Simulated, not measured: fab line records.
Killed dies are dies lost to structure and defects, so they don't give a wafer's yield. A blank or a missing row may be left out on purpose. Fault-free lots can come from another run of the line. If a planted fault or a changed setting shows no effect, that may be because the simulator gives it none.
fab line records	flow n5Finfet
[record] lots = 7	wafers = 21
route steps=1938 shown GATE_CUT@477 MOL_CONTACT_COAG@564 BEOL_M0_SAQP@673 BEOL_M1@751
startH: hours from the record's first day to the start of the lot's first wafer shown	waitH: hours from the lot's prior step to this one	" repeats the value in the row above	L1.1+2: a row that stands for several wafers	- either no value or no given start	* or withheld: withheld	< > ~ a bound
route shown NAME@n: a module of which the file shows steps, and the number in the route of the first	usual: mean/standard deviation of fault-free wafers	same: alike in all rows	chamber/n: place in a boat	sites: each site's reading	_std_site: the standard deviation of these	_edge_site: outer sites' mean less inner sites'	radiusMm: for every site, how far away it sits from the centre of the wafer	mask NAME#n: copy n	behind: the most recent tool/chamber to have shaped the wafer	hold: why the lot went on hold/how many hours it stayed there/how the hold came to an end	device: which transistor (n, p or np) failed to switch	end of line: the tests these same wafers got at the end of their route	a step with no rows: only its recipe	killed: the dies lost at the first sort to structure and to defects; this is not the yield of the wafer	map: per-die view of a wafer (x killed, . not killed, _ where there is no die)
set.NAME: the run value of the setting; set.NAME@STEP: its run value at that earlier step	model.NAME: the simulator's own value behind a step, which no gauge read
lots where settings were altered on purpose, with a table for each step and a row for each wafer
[[steps]]
[step N5_GATE_CUT_HM_DEP_46]
[recipe] material = SiO2	targetThkA = 1300	tempC = 400	precursor = TEOS/O2	pressureTorr = 6.5	rfW = 900	teosFlowSccm = 161.4	gas = O2	flowSccm = 2650	timeS = 26.6
lot.wafer	tool	chamber	startH	waitH	set.timeS	model.SiO2_of_GATE_CUT_HM_DEP_46.thkNm
L074.1	pecvd-03	1	84.44	0.0	28.61	138
L074.2	"	2	"	"	28.61	139
L074.4	"	2	"	"	26.6	131.8
L081.3	pecvd-03	2	129.76	0.0	26.6	130.6
L081.4	"	0	"	"	26.6	131.8
L081.6	"	1	"	"	26.6	132
L083.1	pecvd-03	0	141.63	0.0	26.6	129.4
L083.5	"	1	"	"	24.77	122.8
L083.6	"	2	"	"	26.6	129
L091.3	pecvd-02	2	185.61	0.0	26.6	128.8
L091.4	"	2	"	"	26.6	130.6
L091.5	"	1	"	"	26.6	132.2
L092.1	pecvd-02	0	188.92	0.0	26.6	129.4
L092.3	"	2	"	"	26.6	128.4
L092.4	"	1	"	"	26.6	130.4
L095.1	pecvd-01	0	208.10	0.0	29.58	142.4
L095.3	"	1	"	"	26.6	129.6
L095.5	"	0	"	"	26.6	128.6
L097.1	pecvd-02	0	219.95	0.0	26.6	130
L097.2	"	1	"	"	26.6	130.6
L097.3	"	1	"	"	26.6	129.4
[step N5_GATE_CUT_COAT_34]
[recipe] resist = SOC	tempC = 250	timeS = 60	spinRpm = 1500	resistThkNm = 60
[step N5_GATE_CUT_COAT_35]
[recipe] resist = SiARC	tempC = 220	timeS = 60	spinRpm = 1500	resistThkNm = 10
[step N5_GATE_CUT_STRIP_38]
[recipe] chemistry = N2/H2	tempC = 40	n2FlowSccm = 200	h2FlowSccm = 200	rfFrequencyHz = 6e+07
[step N5_GATE_CUT_STRIP_39]
[recipe] chemistry = N2/H2	tempC = 40	n2FlowSccm = 200	h2FlowSccm = 200	rfFrequencyHz = 6e+07
[step N5_GATE_CUT_HM_OPEN_40]
[recipe] chemistry = C4F6/O2	target = SiO2	maskMaterial = SiARC	targetDepthA = 1390	timeS = 85.1	ionEnergyEv = 250	pressureMtorr = 30	sourceW = 345	biasW = 185	Ar_flow_sccm = 300	C4F6_flow_sccm = 10	O2_flow_sccm = 10	ends = cleared
[usual] etchRfOnTimeS = 93.8/1.6
lot.wafer	tool	chamber	startH	waitH	set.timeS@GATE_CUT_HM_DEP_46	etchRfOnTimeS	model.etch.depthNm	model.SOC_of_GATE_CUT_COAT_34.thkNm
L074.1	rieDiel-03	1	85.19	0.0	28.61	100.4	138.1	31
L074.2	"	3	"	"	28.61	102.5	139	30.6
L074.4	"	2	"	"	26.6	97.2	131.7	31.6
L081.3	rieDiel-03	1	130.44	0.0	26.6	94.6	130.5	32.6
L081.4	"	3	"	"	26.6	95.7	131.9	32.4
L081.6	"	1	"	"	26.6	95.3	132.1	32.2
L083.1	rieDiel-01	1	142.26	0.0	26.6	92.7	129.4	32.8
L083.5	"	1	"	"	24.77	88.7	122.9	34.2
L083.6	"	0	"	"	26.6	91.9	129	33.2
L091.3	rieDiel-01	3	186.36	0.0	26.6	91.9	128.8	33
L091.4	"	0	"	"	26.6	93.1	130.6	32.8
L091.5	"	1	"	"	26.6	95.2	132.3	32.4
L092.1	rieDiel-03	0	189.55	0.0	26.6	95.0	129.4	32.8
L092.3	"	3	"	"	26.6	92.7	128.5	33
L092.4	"	1	"	"	26.6	93.3	130.4	32.8
L095.1	rieDiel-03	2	209.04	0.0	29.58	104.7	142.4	30
L095.3	"	3	"	"	26.6	94.9	129.6	33
L095.5	"	3	"	"	26.6	94.7	128.6	33.4
L097.1	rieDiel-03	3	220.72	0.0	26.6	94.0	129.9	32.6
L097.2	"	0	"	"	26.6	95.8	130.7	32.6
L097.3	"	1	"	"	26.6	93.8	129.5	33
[step N5_GATE_CUT_STRIP_41]
[recipe] chemistry = CF4	resist = SiARC	powerW = 300	biasPowerW = 75	pressureMtorr = 50	cf4FlowSccm = 150	rfFrequencyHz = 6e+07
[step N5_GATE_CUT_STRIP_42]
[recipe] chemistry = O2	powerW = 400	tempC = 40	pressureMtorr = 30	rfFrequencyHz = 6e+07	biasPowerW = 0	overashFraction = 0.3	o2FlowSccm = 225
[step N5_GATE_CUT_ALD_22]
[recipe] material = SiNx	targetThkA = 160	tempC = 400	aldPrecursorFamily = SiH2I2	aldCoReactant = N2/H2-plasma	pulseTimeS = 1	aldCycles = 320	purgeTimeS = 2	coReactantPurgeTimeS = 2	pressureTorr = 2
[step N5_GATE_CUT_CMP_23]
[recipe] stopOn = SiO2	tOverpolishS = 23.4	postCmpClean = alkalineBrush	downForcePsi = 2.5	platenRpm = 51.8	padVelocityMS = 1.0307	targetThkNm = 16
[step N5_GATE_CUT_THK_MEAS_24]
[recipe] reads = SiO2_of_GATE_CUT_HM_DEP_46+SiO2_flowable_of_ILD0_FCVD_FILL_01
[usual] GC_FILL_THK = 220.2/1.6
lot.wafer	tool	chamber	startH	waitH	set.timeS@GATE_CUT_HM_DEP_46	GC_FILL_THK[nm]
L074.1	filmMetro-01	-	90.13	-	28.61	228.8
L074.2	"	-	"	"	28.61	229.8
L074.4	"	-	"	"	26.6	220.5
L081.3	filmMetro-02	-	133.54	-	26.6	219.7
L081.4	"	-	"	"	26.6	222.5
L081.6	"	-	"	"	26.6	221.8
L083.1	filmMetro-02	-	144.71	-	26.6	218.7
L083.5	"	-	"	"	24.77	211.6
L083.6	"	-	"	"	26.6	217.6
L091.3	filmMetro-02	-	188.83	-	26.6	219.4
L091.4	"	-	"	"	26.6	220.1
L091.5	"	-	"	"	26.6	221.3
L092.1	filmMetro-02	-	192.00	-	26.6	218.9
L092.3	"	-	"	"	26.6	217.4
L092.4	"	-	"	"	26.6	220.2
L095.1	filmMetro-01	-	212.63	-	29.58	233.4
L095.3	"	-	"	"	26.6	220.1
L095.5	"	-	"	"	26.6	217.3
L097.1	filmMetro-02	-	223.18	-	26.6	221.3
L097.2	"	-	"	"	26.6	222.5
L097.3	"	-	"	"	26.6	221.2
[step N5_GATE_CUT_CMP_43]
[recipe] material = SiO2	postCmpClean = rinseOnly
lot.wafer	tool	chamber	startH	waitH	set.timeS@GATE_CUT_HM_DEP_46	model.SiO2_of_GATE_CUT_HM_DEP_46.thkNm
L074.1+2	cmp-03	1,0	90.22	0.1	28.61	5.4
L074.4	"	3	"	"	26.6	5
L081.4+3+6	cmp-03	1,3,0	133.65	0.1	26.6	5
L083.1+6	cmp-03	1	144.82	0.1	26.6	5
L083.5	"	0	"	"	24.77	4.6
L091.4+3	cmp-01	3,1	188.94	0.1	26.6	5
L091.5	"	3	"	"	26.6	5.2
L092.3+4+1	cmp-04	2,3,1	192.03	0.0	26.6	5
L095.1	cmp-01	1	212.74	0.1	29.58	5.6
L095.3+5	"	2,1	"	"	26.6	5
L097.2+1+3	cmp-04	3,0,1	223.29	0.1	26.6	5
[step N5_MOL_CONTACT_COAG_COAT_75]
[recipe] resist = SOC	tempC = 250	timeS = 60	spinRpm = 1500	resistThkNm = 60
lot.wafer	tool	chamber	startH	waitH	set.spinRpm	model.SOC_of_MOL_CONTACT_COAG_COAT_75.thkNm
L074.1+2+4	lithoTrack-04	0	102.11	0.0	1500	59.6
L081.3+4	lithoTrack-05	0	148.31	0.0	1406	62.2
L081.6	"	0	"	"	1500	60.2
L083.1+5	lithoTrack-02	0	155.88	0.0	1500	60
L083.6	"	0	"	"	1500	60.2
L091.3+5	lithoTrack-05	0	198.39	0.0	1500	59.8
L091.4	"	0	"	"	1500	59.6
L092.1+3	lithoTrack-04	0	203.85	0.1	1500	60.2
L092.4	"	0	"	"	1500	60.4
L095.1	lithoTrack-04	0	222.12	0.1	1451	61.4
L095.3+5	"	0	"	"	1500	60.2
L097.1+2	lithoTrack-05	0	233.15	0.0	1500	59.8
L097.3	"	0	"	"	1500	60
[step N5_MOL_CONTACT_COAG_COAT_76]
[recipe] resist = SiARC	tempC = 220	timeS = 60	spinRpm = 1500	resistThkNm = 10
[step N5_MOL_CONTACT_COAG_COAT_77]
[recipe] resist = underlayer	tempC = 205	timeS = 60	spinRpm = 1500	resistThkNm = 10
[step N5_MOL_CONTACT_COAG_ALD_131]
[recipe] material = SiO2	targetThkA = 50	tempC = 100	aldPrecursorFamily = BDEAS	aldCoReactant = O2-plasma	pulseTimeS = 1	coReactantPulseTimeS = 1	purgeTimeS = 2	coReactantPurgeTimeS = 2	aldCycles = 35	pressureTorr = 2
[step N5_MOL_CONTACT_COAG_ETCHBACK_132]
[recipe] chemistry = CHF3	target = SiO2	targetDepthA = 100	timeS = 6.7	ionEnergyEv = 200	pressureMtorr = 30	sourceW = 610	biasW = 170	Ar_flow_sccm = 200	CHF3_flow_sccm = 50
[step N5_MOL_CONTACT_COAG_ETCH_91]
[recipe] chemistry = N2/H2	target = SOC	targetDepthA = 600	overetchA = 210	maskMaterial = SiARC	tempC = 40	timeS = 101.2	ionEnergyEv = 200	pressureMtorr = 30	sourceW = 840	biasW = 150	n2FlowSccm = 200	h2FlowSccm = 200
lot.wafer	tool	chamber	startH	waitH	set.spinRpm@MOL_CONTACT_COAG_COAT_75	model.etch.depthNm
L074.1	rieDiel-05	1	103.06	0.0	1500	59.57
L074.2	"	2	"	"	1500	59.68
L074.4	"	3	"	"	1500	59.59
L081.3	rieDiel-05	3	149.25	0.0	1406	62.21
L081.4	"	0	"	"	1406	62.12
L081.6	"	0	"	"	1500	60.15
L083.1	rieDiel-05	2	156.87	0.0	1500	60.09
L083.5	"	3	"	"	1500	60.02
L083.6	"	2	"	"	1500	60.1
L091.3	rieDiel-04	1	199.14	0.0	1500	59.7
L091.4	"	2	"	"	1500	59.6
L091.5	"	2	"	"	1500	59.78
L092.1	rieDiel-02	1	204.95	0.0	1500	60.26
L092.3	"	0	"	"	1500	60.23
L092.4	"	0	"	"	1500	60.35
L095.1	rieDiel-05	0	222.87	0.0	1451	61.31
L095.3	"	1	"	"	1500	60.2
L095.5	"	2	"	"	1500	60.28
L097.1	rieDiel-04	2	234.29	0.0	1500	59.86
L097.2	"	0	"	"	1500	59.87
L097.3	"	3	"	"	1500	59.96
[step N5_MOL_CONTACT_COAG_ETCHBACK_135]
[recipe] chemistry = CHF3	target = SiO2	targetDepthA = 250	timeS = 16.7	ionEnergyEv = 200	pressureMtorr = 30	sourceW = 610	biasW = 170	Ar_flow_sccm = 200	CHF3_flow_sccm = 50
lot.wafer	tool	chamber	startH	waitH	set.timeS	set.spinRpm@MOL_CONTACT_COAG_COAT_75	model.SOC_of_MOL_CONTACT_COAG_COAT_75.thkNm
L074.1+4	rieDiel-05	1,3	103.15	0.0	16.7	1500	57
L074.2	"	2	"	"	12.99	1500	57.6
L081.3	rieDiel-05	3	149.34	0.0	16.7	1406	59.6
L081.4	"	0	"	"	16.7	1406	59.4
L081.6	"	0	"	"	16.7	1500	57.6
L083.1+5+6	rieDiel-05	2,3,2	156.96	0.0	16.7	1500	57.4
L091.3	rieDiel-04	1	199.23	0.0	14.54	1500	57.4
L091.4	"	2	"	"	16.7	1500	57
L091.5	"	2	"	"	16.7	1500	57.2
L092.1+3	rieDiel-02	1,0	205.04	0.0	16.7	1500	57.6
L092.4	"	0	"	"	16.7	1500	57.8
L095.1	rieDiel-05	0	222.96	0.0	16.7	1451	58.6
L095.3	"	1	"	"	16.7	1500	57.6
L095.5	"	2	"	"	14.75	1500	58
L097.1+2	rieDiel-04	2,0	234.38	0.0	16.7	1500	57.2
L097.3	"	3	"	"	16.7	1500	57.4
[step N5_MOL_CONTACT_COAG_VIA_ETCH_46]
[recipe] chemistry = C4F6/O2	targetDepthA = 460	overetchA = 92	maskMaterial = SOC	target = SiO2	biasW = 455	pressureMtorr = 10	timeS = 40	sourceW = 325	Ar_flow_sccm = 300	C4F6_flow_sccm = 10	O2_flow_sccm = 10	ionEnergyEv = 575.3	ends = endPoint
[usual] rfVppV = 1592/11
lot.wafer	tool	chamber	startH	waitH	set.biasW	set.spinRpm@MOL_CONTACT_COAG_COAT_75	rfVppV	model.SOC_of_MOL_CONTACT_COAG_COAT_75.thkNm
L074.1	rieDiel-05	1	103.18	0.0	455	1500	1587	50.4
L074.2	"	2	"	"	455	1500	1581	51.2
L074.4	"	3	"	"	421.7	1500	1497	50.6
L081.3	rieDiel-05	3	149.37	0.0	488.4	1406	1669	52.8
L081.4	"	0	"	"	488.4	1406	1692	52.8
L081.6	"	0	"	"	455	1500	1603	51
L083.1	rieDiel-05	2	156.99	0.0	455	1500	1607	50.6
L083.5	"	3	"	"	455	1500	1584	50.8
L083.6	"	2	"	"	455	1500	1607	50.6
L091.3	rieDiel-04	1	199.26	0.0	455	1500	1567	50.8
L091.4	"	2	"	"	402.3	1500	1448	50.6
L091.5	"	2	"	"	455	1500	1588	50.6
L092.1	rieDiel-02	1	205.08	0.0	479.1	1500	1667	50.8
L092.3	"	0	"	"	479.1	1500	1648	50.8
L092.4	"	0	"	"	455	1500	1587	51
L095.1	rieDiel-05	0	222.99	0.0	411.4	1451	1487	52.4
L095.3	"	1	"	"	455	1500	1586	51
L095.5	"	2	"	"	411.4	1500	1489	51.4
L097.1	rieDiel-04	2	234.42	0.0	455	1500	1587	50.6
L097.2	"	0	"	"	455	1500	1586	50.4
L097.3	"	3	"	"	455	1500	1597	50.6
[step N5_BEOL_M0_SAQP_ETCH_107]
[recipe] chemistry = CH3F/O2	target = SiNx	targetDepthA = 300	maskMaterial = SOC	pressureMtorr = 30	sourceW = 395	biasW = 73	Ar_flow_sccm = 150	CH3F_flow_sccm = 30	O2_flow_sccm = 20	ionEnergyEv = 120
[usual] rfVppV = 298/3.2
lot.wafer	tool	chamber	startH	waitH	set.biasW	rfVppV
L074.1	rieDiel-01	0	114.91	0.0	73	301
L074.2	"	3	"	"	73	296
L074.4	"	2	"	"	73	300
L081.3	rieDiel-06	1	160.61	0.0	73	297
L081.4	"	2	"	"	73	300
L081.6	"	2	"	"	73	300
L083.1	rieDiel-01	1	168.75	0.0	73	297
L083.5	"	3	"	"	73	295
L083.6	"	2	"	"	73	300
L091.3	rieDiel-03	0	209.57	0.0	79.59	313
L091.4	"	3	"	"	73	298
L091.5	"	3	"	"	79.59	319
L092.1	rieDiel-01	2	214.68	0.0	67.63	283
L092.3	"	3	"	"	67.63	279
L092.4	"	1	"	"	73	298
L095.1	rieDiel-03	0	233.53	0.0	73	291
L095.3	"	3	"	"	73	299
L095.5	"	2	"	"	73	301
L097.1	rieDiel-03	1	245.59	0.1	73	295
L097.2	"	0	"	"	73	290
L097.3	"	0	"	"	73	291
[step N5_BEOL_M0_SAQP_COAT_87]
[recipe] resist = underlayer	tempC = 205	timeS = 60	spinRpm = 1500	resistThkNm = 5
lot.wafer	tool	chamber	startH	waitH	set.spinRpm
L074.1+2+4	lithoTrack-05	0	-	-	1500
L081.3	lithoTrack-05	0	-	-	1407
L081.4+6	"	0	"	"	1500
L083.1+6	lithoTrack-03	0	-	-	1500
L083.5	"	0	"	"	1548
L091.3+4	lithoTrack-01	0	-	-	1642
L091.5	"	0	"	"	1500
L092.1	lithoTrack-03	0	-	-	1500
L092.3+4	"	0	"	"	1660
L095.1+3+5	lithoTrack-01	0	-	-	1500
L097.1+2+3	lithoTrack-05	0	-	-	1500
[step N5_BEOL_M0_SAQP_COAT_34]
[recipe] resist = CAR-EUV	spinRpm = 1500	resistThkNm = 30
[step N5_BEOL_M0_SAQP_EBR_36]
[recipe] solvent = PGMEA	ebrWidthMm = 1.5
[step N5_BEOL_M0_SAQP_DESCUM_45]
[recipe] chemistry = O2	timeS = 7	sourcePowerW = 50	biasPowerW = 20	pressureMtorr = 20	rfFrequencyHz = 2.712e+07	tempC = 40	resist = CAR-EUV	o2FlowSccm = 225
[step N5_BEOL_M0_SAQP_ETCH_88]
[recipe] chemistry = N2/H2	target = underlayer	targetDepthA = 65	timeS = 5.2	ionEnergyEv = 200	maskMaterial = CAR-EUV	pressureMtorr = 30	sourceW = 840	biasW = 150	n2FlowSccm = 200	h2FlowSccm = 200	ends = cleared
lot.wafer	tool	chamber	startH	waitH	set.spinRpm@BEOL_M0_SAQP_COAT_87	model.etch.depthNm
L074.1	rieDiel-06	2	116.37	0.0	1500	5.002
L074.2	"	0	"	"	1500	5.01
L074.4	"	1	"	"	1500	5.003
L081.3	rieDiel-03	0	162.08	0.0	1407	5.187
L081.4	"	3	"	"	1500	5.034
L081.6	"	2	"	"	1500	5.019
L083.1	rieDiel-01	3	170.21	0.0	1500	4.984
L083.5	"	1	"	"	1548	4.913
L083.6	"	2	"	"	1500	4.988
L091.3	rieDiel-03	0	211.37	0.0	1642	4.815
L091.4	"	2	"	"	1642	4.811
L091.5	"	0	"	"	1500	5.029
L092.1	rieDiel-06	0	216.58	0.0	1500	5.004
L092.3	"	3	"	"	1660	4.736
L092.4	"	3	"	"	1660	4.739
L095.1	rieDiel-06	3	235.30	0.0	1500	4.984
L095.3	"	2	"	"	1500	4.971
L095.5	"	1	"	"	1500	4.973
L097.1	rieDiel-03	0	247.12	0.0	1500	5.004
L097.2	"	2	"	"	1500	5.01
L097.3	"	1	"	"	1500	4.999
[step N5_BEOL_M1_ILD_DEP_00]
[recipe] material = SiOC	targetThkA = 790	tempC = 350	precursor = DEMS/O2	pressureTorr = 5	rfW = 500	timeS = 15.3
lot.wafer	tool	chamber	startH	waitH	set.timeS	model.SiOC_of_BEOL_M1_ILD_DEP_00.thkNm
L074.1	pecvd-01	0	127.39	0.0	15.3	79
L074.2	"	1	"	"	15.3	80.2
L074.4	"	0	"	"	16.82	88
L081.3	pecvd-03	2	169.25	0.0	17.37	89.4
L081.4	"	0	"	"	15.3	80.4
L081.6	"	2	"	"	17.37	90.6
L083.1	pecvd-02	1	178.69	0.0	13.46	68.2
L083.5	"	1	"	"	15.3	78.6
L083.6	"	0	"	"	15.3	77.8
L091.3+4	pecvd-02	0,1	218.70	0.1	15.3	79
L091.5	"	0	"	"	16.55	86
L092.1	pecvd-01	0	223.80	0.0	15.3	78.8
L092.3	"	1	"	"	14.26	75
L092.4	"	2	"	"	15.3	80.4
L095.1	pecvd-02	1	242.45	0.0	13.84	71.4
L095.3	"	2	"	"	13.84	71.8
L095.5	"	2	"	"	15.3	80.6
L097.1	pecvd-01	0	254.53	0.0	15.3	78.8
L097.2	"	2	"	"	15.3	79.4
L097.3	"	1	"	"	15.3	78.6
[step N5_BEOL_M1_THK_MEAS_01]
[recipe] reads = SiOC_of_BEOL_M1_ILD_DEP_00
[usual] M1_ILD_THK = 78.9/0.98
lot.wafer	tool	chamber	startH	waitH	set.timeS@BEOL_M1_ILD_DEP_00	M1_ILD_THK[nm]
L074.1	filmMetro-01	-	127.46	0.0	15.3	79.1
L074.2	"	-	"	"	15.3	80.2
L074.4	"	-	"	"	16.82	87.9
L081.3	filmMetro-01	-	169.32	0.1	17.37	89.3
L081.4	"	-	"	"	15.3	80.5
L081.6	"	-	"	"	17.37	90.6
L083.1	filmMetro-01	-	178.76	0.0	13.46	68.2
L083.5	"	-	"	"	15.3	78.5
L083.6	"	-	"	"	15.3	77.8
L091.3	filmMetro-02	-	218.76	0.1	15.3	79.1
L091.4	"	-	"	"	15.3	79.1
L091.5	"	-	"	"	16.55	86.1
L092.1	filmMetro-01	-	223.87	0.0	15.3	78.8
L092.3	"	-	"	"	14.26	75.0
L092.4	"	-	"	"	15.3	80.4
L095.1	filmMetro-01	-	242.51	0.0	13.84	71.3
L095.3	"	-	"	"	13.84	71.7
L095.5	"	-	"	"	15.3	80.5
L097.1	filmMetro-02	-	254.59	0.0	15.3	78.7
L097.2	"	-	"	"	15.3	79.4
L097.3	"	-	"	"	15.3	78.5
[[key]]
[split] step = N5_GATE_CUT_HM_DEP_46	setting = timeS	stated = 26.6	by = wafer
[response] step = N5_GATE_CUT_HM_DEP_46	reading = model.SiO2_of_GATE_CUT_HM_DEP_46.thkNm	change = +1.06	per = 1%	r = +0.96
[response] step = N5_GATE_CUT_HM_OPEN_40	reading = etchRfOnTimeS	change = *	per = 1%	r = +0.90
[response] step = N5_GATE_CUT_HM_OPEN_40	reading = model.etch.depthNm	change = +1.07	per = 1%	r = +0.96
[response] step = N5_GATE_CUT_HM_OPEN_40	reading = model.SOC_of_GATE_CUT_COAT_34.thkNm	change = -0.218	per = 1%	r = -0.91
[response] step = N5_GATE_CUT_THK_MEAS_24	reading = GC_FILL_THK	change = +1.2	per = 1%	r = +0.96
[response] step = N5_GATE_CUT_CMP_43	reading = model.SiO2_of_GATE_CUT_HM_DEP_46.thkNm	change = +0.0543	per = 1%	r = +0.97
[split] step = N5_MOL_CONTACT_COAG_COAT_75	setting = spinRpm	stated = 1500	by = wafer
[response] step = N5_MOL_CONTACT_COAG_COAT_75	reading = model.SOC_of_MOL_CONTACT_COAG_COAT_75.thkNm	change = -0.329	per = 1%	r = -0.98
[response] step = N5_MOL_CONTACT_COAG_ETCH_91	reading = model.etch.depthNm	change = -0.324	per = 1%	r = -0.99
[response] step = N5_MOL_CONTACT_COAG_ETCHBACK_135	reading = model.SOC_of_MOL_CONTACT_COAG_COAT_75.thkNm	change = -0.291	per = 1%	r = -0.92
[response] step = N5_MOL_CONTACT_COAG_VIA_ETCH_46	reading = model.SOC_of_MOL_CONTACT_COAG_COAT_75.thkNm	change = -0.304	per = 1%	r = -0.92
[split] step = N5_MOL_CONTACT_COAG_ETCHBACK_135	setting = timeS	stated = 16.7	by = wafer
[response] step = N5_MOL_CONTACT_COAG_ETCHBACK_135	reading = model.SOC_of_MOL_CONTACT_COAG_COAT_75.thkNm	slope = -0.0273	per = 1%	togetherWith = spinRpm@MOL_CONTACT_COAG_COAT_75	explained = 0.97
[split] step = N5_MOL_CONTACT_COAG_VIA_ETCH_46	setting = biasW	stated = 455	by = wafer
[response] step = N5_MOL_CONTACT_COAG_VIA_ETCH_46	reading = rfVppV	change = +11.1	per = 1%	r = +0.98
[split] step = N5_BEOL_M0_SAQP_ETCH_107	setting = biasW	stated = 73	by = wafer
[response] step = N5_BEOL_M0_SAQP_ETCH_107	reading = rfVppV	change = +2.08	per = 1%	r = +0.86
[split] step = N5_BEOL_M0_SAQP_COAT_87	setting = spinRpm	stated = 1500	by = wafer
[response] step = N5_BEOL_M0_SAQP_ETCH_88	reading = model.etch.depthNm	change = -0.0242	per = 1%	r = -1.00
[split] step = N5_BEOL_M1_ILD_DEP_00	setting = timeS	stated = 15.3	by = wafer
[response] step = N5_BEOL_M1_ILD_DEP_00	reading = model.SiOC_of_BEOL_M1_ILD_DEP_00.thkNm	change = +0.806	per = 1%	r = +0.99
[response] step = N5_BEOL_M1_THK_MEAS_01	reading = M1_ILD_THK	change = +0.801	per = 1%	r = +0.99
